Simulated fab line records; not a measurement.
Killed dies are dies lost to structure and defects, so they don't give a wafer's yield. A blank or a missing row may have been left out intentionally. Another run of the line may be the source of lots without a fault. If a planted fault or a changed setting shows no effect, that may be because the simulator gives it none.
fab line records	flow n5Finfet
record lots=24	wafers=72	lastDay=18
route steps=1938 shown BEOL_M2@918 BEOL_M3@966
lots that met no fault: from a run of the same line without faults
startH: the number of hours between the record's first day and the start of the first shown wafer of the lot	waitH: time in hours since the lot's previous step	" as in the row above	L1.1+2: one row covering several wafers at once	- no value present, or no start provided	* or withheld: withheld	< > ~ a bound
route shown NAME@n: names a module that has steps shown in the file, with the first one's number in the route	usual: mean/standard deviation of fault-free wafers	same: alike in all rows	chamber/n: place in a boat	sites: the reading at each site	_std_site: their standard deviation	_edge_site: outer sites' mean less inner sites'	radiusMm: for every site, how far away it sits from the centre of the wafer	mask NAME#n: copy n	behind: tool/chamber where the wafer was last shaped	hold: why the lot was held/for how many hours/how that ended	device: the n, p or np transistor that did not switch	end of line: the same wafers' tests at the end of the route	a step with no rows: only its recipe	killed: count of dies lost to structure and defects at first sort (not the wafer's yield)	map: a wafer's dies, marking killed ones x, the rest . and places with no die _
set.NAME: setting as actually run; set.NAME@STEP: the setting as run at that earlier step	model.NAME: the simulator's own value behind a step, which no gauge read
the route's steps for a sample of lots (tables are steps, rows are wafers)
services: the hour from which a tool's chamber was out of use, counted from the record's first day as startH (under 0 if before that day), plus the number of hours and why
## steps
# step N5_BEOL_M2_SPUTTER_94
# recipe material=Cu	targetThkA=45	tempC=-20	chamberPressurePa=0.07	powerW=withheld	timeS=8.29
# usual throttleValvePct=30.3/1
lot.wafer	tool	chamber	startH	waitH	throttleValvePct
L074.2	pvdSputter-03	-	137.08	0.1	29.3
L074.3	"	-	"	"	30.6
L074.4	"	-	"	"	29.3
L075.1	pvdSputter-02	-	148.79	0.1	30.0
L075.4	"	-	"	"	30.5
L075.6	"	-	"	"	31.8
L077.2	pvdSputter-03	-	152.41	0.1	29.4
L077.4	"	-	"	"	30.9
L077.5	"	-	"	"	29.1
L076.2	pvdSputter-03	-	155.62	0.1	30.8
L076.3	"	-	"	"	30.6
L076.5	"	-	"	"	31.2
L078.2	pvdSputter-03	-	171.11	0.1	30.6
L078.5	"	-	"	"	30.8
L078.6	"	-	"	"	31.2
L079.2	pvdSputter-01	-	173.80	0.1	31.2
L079.4	"	-	"	"	28.3
L079.6	"	-	"	"	28.4
L081.3	pvdSputter-02	-	188.88	0.1	32.1
L081.5	"	-	"	"	29.9
L081.6	"	-	"	"	32.2
L082.1	pvdSputter-01	-	195.20	0.1	31.7
L082.2	"	-	"	"	31.3
L082.3	"	-	"	"	28.5
L080.4	pvdSputter-02	-	195.32	0.1	30.0
L080.5	"	-	"	"	29.8
L080.6	"	-	"	"	30.5
L083.1	pvdSputter-02	-	201.70	0.1	30.4
L083.3	"	-	"	"	32.0
L083.4	"	-	"	"	29.8
L084.3	pvdSputter-03	-	204.61	0.1	30.2
L084.4	"	-	"	"	29.3
L084.6	"	-	"	"	30.6
L085.2	pvdSputter-01	-	206.16	0.1	29.8
L085.4	"	-	"	"	31.9
L085.6	"	-	"	"	30.8
L086.1	pvdSputter-02	-	210.40	0.1	30.1
L086.2	"	-	"	"	32.2
L086.4	"	-	"	"	30.4
L087.1	pvdSputter-03	-	217.18	0.1	29.3
L087.3	"	-	"	"	31.1
L087.6	"	-	"	"	30.7
L088.2	pvdSputter-01	-	221.41	0.1	29.8
L088.3	"	-	"	"	31.1
L088.6	"	-	"	"	28.5
L089.1	pvdSputter-02	-	228.31	0.1	30.1
L089.2	"	-	"	"	30.5
L089.3	"	-	"	"	30.0
L090.1	pvdSputter-01	-	239.73	0.1	30.0
L090.2	"	-	"	"	28.6
L090.3	"	-	"	"	31.4
L092.4	pvdSputter-01	-	246.03	0.1	31.8
L092.5	"	-	"	"	28.5
L092.6	"	-	"	"	29.9
L091.1	pvdSputter-03	-	255.02	0.1	29.2
L091.2	"	-	"	"	29.7
L091.6	"	-	"	"	31.0
L093.1	pvdSputter-02	-	256.53	0.1	29.8
L093.5	"	-	"	"	30.0
L093.6	"	-	"	"	30.0
L094.3	pvdSputter-01	-	265.34	0.1	31.0
L094.4	"	-	"	"	29.8
L094.6	"	-	"	"	28.5
L095.2	pvdSputter-03	-	279.32	0.1	29.6
L095.3	"	-	"	"	30.5
L095.6	"	-	"	"	29.7
L096.1	pvdSputter-03	-	281.42	0.1	31.0
L096.4	"	-	"	"	29.3
L096.6	"	-	"	"	29.4
L097.1	pvdSputter-02	-	290.81	0.1	30.2
L097.2	"	-	"	"	30.1
L097.4	"	-	"	"	32.3
# step N5_BEOL_M3_CD_MEAS_28
# recipe targetCdNm=25.7	landingEnergyEv=500	detector=seInlens	targetCdYNm=23.3	polarity=opening
# usual cdNm=25.74/0.24
lot.wafer	tool	chamber	startH	waitH	cdNm
L074.2	cdSem-03	0	140.87	-	25.48
L074.3	"	0	"	"	25.90
L074.4	"	0	"	"	25.58
L075.1	cdSem-03	0	151.86	-	25.89
L075.4	"	0	"	"	25.49
L075.6	"	0	"	"	25.84
L077.2	cdSem-01	0	155.34	-	25.71
L077.4	"	0	"	"	25.45
L077.5	"	0	"	"	26.09
L076.2	cdSem-02	0	159.13	-	25.52
L076.3	"	0	"	"	25.47
L076.5	"	0	"	"	25.81
L078.2	cdSem-02	0	176.52	-	25.81
L078.5	"	0	"	"	25.58
L078.6	"	0	"	"	25.70
L079.2	cdSem-01	0	179.59	-	25.63
L079.4	"	0	"	"	26.12
L079.6	"	0	"	"	26.07
L081.3	cdSem-02	0	193.02	-	25.70
L081.5	"	0	"	"	25.78
L081.6	"	0	"	"	25.59
L082.1	cdSem-03	0	199.41	-	25.97
L082.2	"	0	"	"	25.47
L082.3	"	0	"	"	25.89
L080.4	cdSem-01	0	199.48	-	25.67
L080.5	"	0	"	"	25.51
L080.6	"	0	"	"	25.80
L083.1	cdSem-02	0	206.59	-	25.69
L083.3	"	0	"	"	25.66
L083.4	"	0	"	"	26.05
L084.3	cdSem-01	0	209.08	-	25.61
L084.4	"	0	"	"	25.71
L084.6	"	0	"	"	25.64
L085.2	cdSem-02	0	209.35	-	25.52
L085.4	"	0	"	"	26.30
L085.6	"	0	"	"	25.48
L086.1	cdSem-02	0	214.02	-	25.62
L086.2	"	0	"	"	25.61
L086.4	"	0	"	"	25.61
L087.1	cdSem-02	0	220.68	-	25.42
L087.3	"	0	"	"	25.71
L087.6	"	0	"	"	25.88
L088.2	cdSem-01	0	224.58	-	25.79
L088.3	"	0	"	"	25.21
L088.6	"	0	"	"	26.20
L089.1	cdSem-02	0	231.95	-	25.38
L089.2	"	0	"	"	25.65
L089.3	"	0	"	"	25.27
L090.1	cdSem-01	0	244.94	-	25.70
L090.2	"	0	"	"	26.03
L090.3	"	0	"	"	25.60
L092.4	cdSem-02	0	253.13	-	26.25
L092.5	"	0	"	"	25.73
L092.6	"	0	"	"	25.70
L091.1	cdSem-01	0	258.59	-	25.12
L091.2	"	0	"	"	25.75
L091.6	"	0	"	"	25.54
L093.1	cdSem-02	0	259.84	-	25.81
L093.5	"	0	"	"	25.94
L093.6	"	0	"	"	25.99
L094.3	cdSem-01	0	268.97	-	25.90
L094.4	"	0	"	"	25.71
L094.6	"	0	"	"	25.96
L095.2	cdSem-02	0	283.60	-	25.76
L095.3	"	0	"	"	25.61
L095.6	"	0	"	"	25.72
L096.1	cdSem-01	0	286.49	-	25.75
L096.4	"	0	"	"	25.74
L096.6	"	0	"	"	26.10
L097.1	cdSem-02	0	294.49	-	25.83
L097.2	"	0	"	"	25.60
L097.4	"	0	"	"	25.87
# step N5_BEOL_M3_ALD_98
# recipe material=SiO2	targetThkA=25	tempC=100	aldPrecursorFamily=BDEAS	aldCoReactant=O2-plasma	pulseTimeS=1	coReactantPulseTimeS=1	purgeTimeS=2	coReactantPurgeTimeS=2	aldCycles=17	pressureTorr=2
# usual heaterPowerW=79/11	precursorPulseHeightRel=1.002/0.02
lot.wafer	tool	chamber	startH	waitH	heaterPowerW	precursorPulseHeightRel
L074.2	aldSin-02	0	142.26	1.1	65	1.013
L074.3	"	2	"	"	70	0.960
L074.4	"	1	"	"	88	0.982
L075.1	aldSin-03	3	152.12	0.1	99	0.979
L075.4	"	0	"	"	83	0.970
L075.6	"	2	"	"	69	1.013
L077.2	aldSin-02	2	155.61	0.1	69	1.014
L077.4	"	3	"	"	76	1.040
L077.5	"	1	"	"	87	0.990
L076.2	aldSin-03	1	159.51	0.2	76	1.010
L076.3	"	2	"	"	69	1.004
L076.5	"	3	"	"	102	1.010
L078.2	aldSin-02	2	177.87	0.5	69	1.015
L078.5	"	0	"	"	63	1.005
L078.6	"	1	"	"	88	0.990
L079.2	aldSin-02	0	180.39	0.6	66	1.001
L079.4	"	2	"	"	69	0.992
L079.6	"	0	"	"	63	1.045
L081.3	aldSin-03	2	193.28	0.1	69	1.028
L081.5	"	0	"	"	74	1.018
L081.6	"	3	"	"	96	1.038
L082.1	aldSin-01	1	199.67	0.1	83	0.977
L082.2	"	3	"	"	74	0.999
L082.3	"	2	"	"	97	0.979
L080.4	aldSin-03	3	199.73	0.1	99	0.991
L080.5	"	0	"	"	73	1.014
L080.6	"	3	"	"	96	1.029
L083.1	aldSin-03	0	206.85	0.1	75	0.997
L083.3	"	3	"	"	97	0.996
L083.4	"	1	"	"	72	1.024
L084.3	aldSin-03	2	209.33	0.1	70	0.956
L084.4	"	1	"	"	71	1.015
L084.6	"	2	"	"	70	1.032
L085.2	aldSin-03	0	209.66	0.1	72	1.010
L085.4	"	3	"	"	101	1.013
L085.6	"	0	"	"	74	0.999
L086.1	aldSin-03	0	214.33	0.1	72	1.005
L086.2	"	3	"	"	95	0.988
L086.4	"	2	"	"	70	1.020
L087.1	aldSin-02	3	221.60	0.7	77	0.997
L087.3	"	0	"	"	63	0.989
L087.6	"	3	"	"	77	1.026
L088.2	aldSin-03	0	224.98	0.2	73	0.975
L088.3	"	3	"	"	100	0.999
L088.6	"	0	"	"	76	1.028
L089.1	aldSin-01	0	232.82	0.5	78	0.981
L089.2	"	2	"	"	98	1.003
L089.3	"	1	"	"	83	1.003
L090.1	aldSin-02	1	245.86	0.4	88	1.002
L090.2	"	3	"	"	78	0.991
L090.3	"	0	"	"	65	0.988
L092.4	aldSin-02	0	253.39	0.1	63	1.015
L092.5	"	2	"	"	69	0.992
L092.6	"	3	"	"	77	0.993
L091.1	aldSin-01	0	258.85	0.1	78	1.025
L091.2	"	1	"	"	83	1.031
L091.6	"	1	"	"	85	1.011
L093.1	aldSin-01	3	260.09	0.1	74	0.991
L093.5	"	3	"	"	74	0.981
L093.6	"	0	"	"	79	0.969
L094.3	aldSin-03	1	270.18	1.0	69	0.974
L094.4	"	1	"	"	70	1.016
L094.6	"	3	"	"	99	1.008
L095.2	aldSin-01	2	283.96	0.2	100	0.985
L095.3	"	1	"	"	82	0.974
L095.6	"	0	"	"	81	0.964
L096.1	aldSin-03	3	286.75	0.1	98	1.035
L096.4	"	0	"	"	74	0.985
L096.6	"	2	"	"	72	0.989
L097.1	aldSin-01	1	294.81	0.1	85	1.014
L097.2	"	3	"	"	75	1.006
L097.4	"	2	"	"	102	1.002
# step N5_BEOL_M3_ETCHBACK_99
# recipe chemistry=CHF3	target=SiO2	targetDepthA=50	timeS=10.4	sourceW=215	biasW=47	Ar_flow_sccm=200	CHF3_flow_sccm=12	ionEnergyEv=100	pressureMtorr=30
# usual CHF3_flow_sccm=11.99/0.033	chamberPressureMTorr=30.001/0.023	drypumpMotorCurrentA=5.65/0.3	oesProductAu=0.77/0.086	rfVppV=240/3.8	showerheadPlenumPTorr=2.17/0.047	throttleValvePct=17.04/0.19
lot.wafer	tool	chamber	startH	waitH	CHF3_flow_sccm	chamberPressureMTorr	drypumpMotorCurrentA	oesProductAu	rfHoursCounterH	rfVppV	showerheadPlenumPTorr	throttleValvePct
L074.2	rieDiel-06	0	149.29	7.0	11.95	29.985	5.84	0.73	161	239	2.24	17.12
L074.3	"	3	"	"	11.98	29.994	5.28	0.85	62	237	2.10	16.99
L074.4	"	3	"	"	12.03	30.013	5.32	0.86	-	236	2.10	16.99
L075.1	rieDiel-01	0	152.74	0.6	12.05	29.954	6.08	0.94	2	238	2.18	16.83
L075.4	"	1	"	"	11.99	30.039	5.93	0.70	220	243	2.20	17.35
L075.6	"	3	"	"	11.99	29.983	5.72	0.76	-	245	2.23	16.85
L077.2	rieDiel-01	2	165.70	10.0	12.00	29.992	5.28	0.67	226	240	2.13	17.06
L077.4	"	1	"	"	12.03	30.030	5.96	0.70	225	244	2.20	17.37
L077.5	"	0	"	"	12.00	29.938	6.09	0.91	-	237	2.18	16.84
L076.2	rieDiel-06	0	165.71	6.2	12.06	30.005	5.83	0.73	169	241	2.24	17.13
L076.3	"	3	"	"	11.97	29.993	5.27	0.85	70	239	2.09	17.01
L076.5	"	3	"	"	11.97	30.020	5.32	0.85	-	236	2.09	17.00
L078.2	rieDiel-01	3	182.59	4.7	12.02	29.989	5.74	0.75	197	247	2.23	16.88
L078.5	"	0	"	"	12.00	29.970	6.06	0.89	-	238	2.18	16.86
L078.6	"	3	"	"	11.95	29.986	5.71	0.75	-	245	2.23	16.88
L079.2	rieDiel-01	1	185.72	5.3	11.97	29.958	5.97	0.70	231	241	2.20	17.38
L079.4	"	2	"	"	11.98	30.029	5.27	0.67	231	240	2.13	17.08
L079.6	"	2	"	"	11.99	29.999	5.27	0.68	-	242	2.13	17.07
L081.3	rieDiel-06	0	195.48	2.2	11.98	30.029	5.85	0.71	-	239	2.23	17.16
L081.5	"	3	"	"	12.02	29.964	5.26	0.83	-	238	2.09	17.02
L081.6	"	0	"	"	11.93	29.965	5.85	0.71	-	240	2.23	17.16
L080.4	rieDiel-06	3	201.12	1.3	12.00	29.968	5.29	0.84	84	236	2.09	17.01
L080.5	"	2	"	"	12.03	30.008	5.54	0.71	-	234	2.14	17.27
L080.6	"	1	"	"	11.97	30.025	5.27	0.96	-	238	2.22	16.77
L082.1	rieDiel-05	2	201.12	1.4	12.02	29.975	5.53	0.84	58	245	2.19	17.03
L082.2	"	3	"	"	11.99	30.001	5.54	0.69	222	239	2.12	17.35
L082.3	"	1	"	"	11.95	30.011	5.29	0.82	92	246	2.15	16.72
L083.1	rieDiel-01	3	214.33	7.4	11.97	30.016	5.72	0.74	208	247	2.22	16.89
L083.3	"	0	"	"	12.06	29.974	6.08	0.87	25	239	2.17	16.87
L083.4	"	1	"	"	11.95	30.016	5.96	0.68	243	242	2.19	17.42
L086.1	rieDiel-01	2	219.11	4.7	11.99	30.014	5.27	0.67	244	240	2.13	17.09
L086.2	"	3	"	"	12.00	30.003	5.74	0.73	211	245	2.22	16.91
L086.4	"	1	"	"	11.95	30.007	5.93	0.68	244	243	2.19	17.40
L084.3	rieDiel-01	1	221.54	12.2	11.98	30.050	5.95	0.68	245	244	2.19	17.40
L084.4	"	3	"	"	12.00	29.993	5.71	0.73	211	245	2.22	16.89
L084.6	"	3	"	"	12.02	30.037	5.72	0.73	-	246	2.22	16.90
L085.2	rieDiel-05	2	221.65	11.9	12.04	30.001	5.54	0.84	64	244	2.19	17.06
L085.4	"	3	"	"	11.95	29.990	5.54	0.69	227	239	2.12	17.33
L085.6	"	2	"	"	12.01	29.992	5.53	0.84	-	247	2.19	17.07
L088.2	rieDiel-05	3	228.68	3.7	12.02	30.024	5.55	0.68	229	238	2.12	17.35
L088.3	"	2	"	"	11.95	30.018	5.56	0.84	66	245	2.19	17.05
L088.6	"	1	"	"	11.99	30.025	5.27	0.80	-	247	2.14	16.73
L087.1	rieDiel-01	2	229.15	7.5	11.95	30.008	5.28	0.66	247	241	2.12	17.12
L087.3	"	0	"	"	12.03	29.981	6.07	0.85	30	236	2.17	16.88
L087.6	"	0	"	"	12.03	30.006	6.10	0.86	-	237	2.17	16.89
L089.1	rieDiel-06	3	238.63	5.8	11.96	29.973	5.29	0.82	97	236	2.08	17.06
L089.2	"	2	"	"	12.02	30.009	5.56	0.70	209	234	2.14	17.29
L089.3	"	1	"	"	11.94	30.002	5.29	0.91	15	238	2.22	16.80
L090.1	rieDiel-01	2	245.98	0.1	12.02	29.990	5.27	0.66	253	242	2.12	17.10
L090.2	"	0	"	"	12.02	29.991	6.06	0.85	36	236	2.17	16.90
L090.3	"	3	"	"	12.01	30.011	5.77	0.73	220	245	2.22	16.93
L092.4	rieDiel-01	0	256.84	3.4	12.03	30.062	6.07	0.85	-	237	2.17	16.91
L092.5	"	3	"	"	11.99	29.965	5.72	0.72	-	246	2.22	16.94
L092.6	"	2	"	"	11.96	30.037	5.27	0.66	-	242	2.12	17.12
L091.1	rieDiel-06	3	263.65	4.8	11.95	30.004	5.30	0.80	105	237	2.08	17.05
L091.2	"	1	"	"	12.03	29.979	5.30	0.90	22	238	2.21	16.80
L091.6	"	3	"	"	11.95	30.010	5.31	0.80	-	237	2.08	17.05
L093.1	rieDiel-01	3	268.99	8.9	12.00	29.991	5.77	0.72	230	247	2.21	16.94
L093.5	"	1	"	"	12.03	30.015	5.94	0.96	-	242	2.19	16.96
L093.6	"	3	"	"	12.01	29.997	5.75	0.72	-	245	2.21	16.94
L094.3	rieDiel-05	0	273.75	3.5	12.02	29.965	5.98	0.73	192	243	2.25	17.09
L094.4	"	1	"	"	11.93	29.997	5.29	0.79	114	246	2.14	16.75
L094.6	"	2	"	"	12.00	30.033	5.56	0.81	-	247	2.18	17.06
L095.2	rieDiel-06	1	284.90	0.9	12.01	30.013	5.30	0.90	25	238	2.21	16.80
L095.3	"	3	"	"	11.98	29.999	5.27	0.81	110	236	2.08	17.06
L095.6	"	1	"	"	11.98	29.984	5.29	0.89	-	236	2.21	16.81
L096.1	rieDiel-01	2	287.83	1.0	12.06	30.040	5.28	0.98	3	240	2.12	16.75
L096.4	"	0	"	"	11.98	30.000	6.04	0.83	53	237	2.16	16.92
L096.6	"	3	"	"	12.03	29.957	5.77	0.72	-	246	2.21	16.94
L097.1	rieDiel-06	0	301.25	6.4	11.93	30.006	5.83	0.69	211	240	2.22	17.22
L097.2	"	2	"	"	11.96	30.035	5.57	0.68	227	234	2.13	17.30
L097.4	"	1	"	"	11.94	29.996	5.29	0.87	32	238	2.21	16.80
# step N5_BEOL_M3_SPUTTER_81
# recipe material=Cu	targetThkA=45	tempC=-20	chamberPressurePa=0.07	powerW=withheld	timeS=8.29
# usual throttleValvePct=30.3/1
lot.wafer	tool	chamber	startH	waitH	throttleValvePct
L074.2	pvdSputter-02	-	151.15	0.1	32.0
L074.3	"	-	"	"	30.4
L074.4	"	-	"	"	30.0
L075.1	pvdSputter-02	-	154.65	0.1	30.3
L075.4	"	-	"	"	30.2
L075.6	"	-	"	"	32.0
L077.2	pvdSputter-01	-	167.60	0.1	30.3
L077.4	"	-	"	"	28.5
L077.5	"	-	"	"	29.9
L076.2	pvdSputter-03	-	167.83	0.1	30.9
L076.3	"	-	"	"	29.5
L076.5	"	-	"	"	29.6
L078.2	pvdSputter-01	-	184.83	0.1	31.1
L078.5	"	-	"	"	31.3
L078.6	"	-	"	"	29.8
L079.2	pvdSputter-02	-	189.62	0.1	30.6
L079.4	"	-	"	"	29.9
L079.6	"	-	"	"	30.3
L081.3	pvdSputter-03	-	197.95	0.1	30.6
L081.5	"	-	"	"	29.2
L081.6	"	-	"	"	30.9
L082.1	pvdSputter-01	-	203.14	0.1	28.8
L082.2	"	-	"	"	31.9
L082.3	"	-	"	"	31.0
L080.4	pvdSputter-02	-	203.32	0.1	29.9
L080.5	"	-	"	"	30.1
L080.6	"	-	"	"	30.1
L083.1	pvdSputter-01	-	217.73	0.1	28.7
L083.3	"	-	"	"	29.9
L083.4	"	-	"	"	31.1
L086.1	pvdSputter-01	-	222.15	0.1	28.5
L086.2	"	-	"	"	31.7
L086.4	"	-	"	"	30.9
L084.3	pvdSputter-02	-	223.86	0.1	31.9
L084.4	"	-	"	"	30.0
L084.6	"	-	"	"	30.1
L085.2	pvdSputter-01	-	223.99	0.1	31.8
L085.4	"	-	"	"	31.0
L085.6	"	-	"	"	31.8
L088.2	pvdSputter-02	-	231.83	0.1	31.9
L088.3	"	-	"	"	29.9
L088.6	"	-	"	"	30.0
L087.1	pvdSputter-01	-	232.45	0.1	31.8
L087.3	"	-	"	"	29.9
L087.6	"	-	"	"	28.7
L089.1	pvdSputter-03	-	241.54	0.1	30.8
L089.2	"	-	"	"	29.3
L089.3	"	-	"	"	30.4
L090.1	pvdSputter-02	-	249.91	0.1	30.1
L090.2	"	-	"	"	30.4
L090.3	"	-	"	"	30.0
L092.4	pvdSputter-01	-	258.99	0.1	28.3
L092.5	"	-	"	"	31.1
L092.6	"	-	"	"	29.7
L091.1	pvdSputter-01	-	266.08	0.1	28.4
L091.2	"	-	"	"	31.5
L091.6	"	-	"	"	31.0
L093.1	pvdSputter-01	-	271.49	0.1	31.8
L093.5	"	-	"	"	28.5
L093.6	"	-	"	"	30.0
L094.3	pvdSputter-02	-	275.94	0.1	30.4
L094.4	"	-	"	"	29.9
L094.6	"	-	"	"	32.1
L095.2	pvdSputter-02	-	287.39	0.1	30.1
L095.3	"	-	"	"	30.5
L095.6	"	-	"	"	29.9
L096.1	pvdSputter-01	-	290.19	0.1	30.0
L096.4	"	-	"	"	28.7
L096.6	"	-	"	"	28.5
L097.1	pvdSputter-02	-	304.60	0.1	29.9
L097.2	"	-	"	"	30.0
L097.4	"	-	"	"	32.1
# step N5_BEOL_M3_INSPECT_59
# recipe inspectInstrument=darkfield	mode=postDep
# usual rawDefectCount=76/25
lot.wafer	tool	chamber	startH	waitH	rawDefectCount
L074.2	defectInspect-01	-	153.54	0.0	106
L074.3	"	-	"	"	81
L074.4	"	-	"	"	87
L075.1	defectInspect-01	-	157.06	0.0	67
L075.4	"	-	"	"	61
L075.6	"	-	"	"	40
L077.2	defectInspect-02	-	169.99	0.0	77
L077.4	"	-	"	"	87
L077.5	"	-	"	"	64
L076.2	defectInspect-01	-	170.22	0.0	93
L076.3	"	-	"	"	88
L076.5	"	-	"	"	126
L078.2	defectInspect-01	-	187.24	0.0	111
L078.5	"	-	"	"	35
L078.6	"	-	"	"	99
L079.2	defectInspect-02	-	192.02	0.0	82
L079.4	"	-	"	"	62
L079.6	"	-	"	"	95
L081.3	defectInspect-02	-	200.36	0.0	79
L081.5	"	-	"	"	59
L081.6	"	-	"	"	60
L082.1	defectInspect-01	-	205.54	0.0	39
L082.2	"	-	"	"	53
L082.3	"	-	"	"	64
L080.4	defectInspect-02	-	205.81	0.0	90
L080.5	"	-	"	"	64
L080.6	"	-	"	"	69
L083.1	defectInspect-01	-	220.13	0.0	55
L083.3	"	-	"	"	72
L083.4	"	-	"	"	99
L086.1	defectInspect-01	-	224.63	0.0	69
L086.2	"	-	"	"	57
L086.4	"	-	"	"	64
L084.3	defectInspect-02	-	226.26	0.0	97
L084.4	"	-	"	"	108
L084.6	"	-	"	"	84
L085.2	defectInspect-02	-	226.75	0.0	157
L085.4	"	-	"	"	104
L085.6	"	-	"	"	152
L088.2	defectInspect-01	-	234.23	0.0	70
L088.3	"	-	"	"	80
L088.6	"	-	"	"	41
L087.1	defectInspect-02	-	234.85	0.0	167
L087.3	"	-	"	"	85
L087.6	"	-	"	"	153
L089.1	defectInspect-02	-	243.95	0.0	75
L089.2	"	-	"	"	83
L089.3	"	-	"	"	67
L090.1	defectInspect-02	-	252.54	0.0	45
L090.2	"	-	"	"	74
L090.3	"	-	"	"	85
L092.4	defectInspect-02	-	261.41	0.0	54
L092.5	"	-	"	"	100
L092.6	"	-	"	"	81
L091.1	defectInspect-01	-	268.53	0.0	42
L091.2	"	-	"	"	52
L091.6	"	-	"	"	55
L093.1	defectInspect-01	-	273.88	0.0	39
L093.5	"	-	"	"	64
L093.6	"	-	"	"	64
L094.3	defectInspect-02	-	278.52	0.0	69
L094.4	"	-	"	"	65
L094.6	"	-	"	"	40
L095.2	defectInspect-01	-	289.79	0.0	45
L095.3	"	-	"	"	72
L095.6	"	-	"	"	66
L096.1	defectInspect-01	-	292.59	0.0	50
L096.4	"	-	"	"	143
L096.6	"	-	"	"	68
L097.1	defectInspect-02	-	308.63	0.0	98
L097.2	"	-	"	"	47
L097.4	"	-	"	"	81
## services
tool	chamber	startH	hours	kind
rieDiel-01	0	126.57	-	clean
rieDiel-01	0	126.57	-	consumableReplace:focusRing
rieDiel-01	0	126.57	18.5	scheduledDown
rieDiel-01	0	126.57	18.5	ventCycle
rieDiel-06	1	130.63	9.8	repair
aldSin-01	3	141.04	5.9	repair
rieDiel-06	2	149.71	12.8	repair
rieDiel-01	3	157.99	1.5	repair
rieDiel-06	1	177.25	22.2	repair
aldSin-03	-	177.36	14.0	pm
rieDiel-06	2	194.15	4.6	repair
aldSin-02	2	202.57	4.8	repair
aldSin-02	2	219.17	9.0	repair
rieDiel-01	1	239.29	-	clean
rieDiel-01	1	239.29	-	consumableReplace:focusRing
rieDiel-01	1	239.29	17.8	scheduledDown
rieDiel-01	1	239.29	17.8	ventCycle
aldSin-03	2	243.56	33.4	repair
aldSin-03	0	248.80	2.3	repair
aldSin-02	-	256.16	1.2	repair
rieDiel-01	2	257.19	-	clean
pvdSputter-01	-	260.51	3.0	repair
rieDiel-06	0	274.36	3.1	repair
rieDiel-06	3	294.02	4.3	repair
## key
fault none
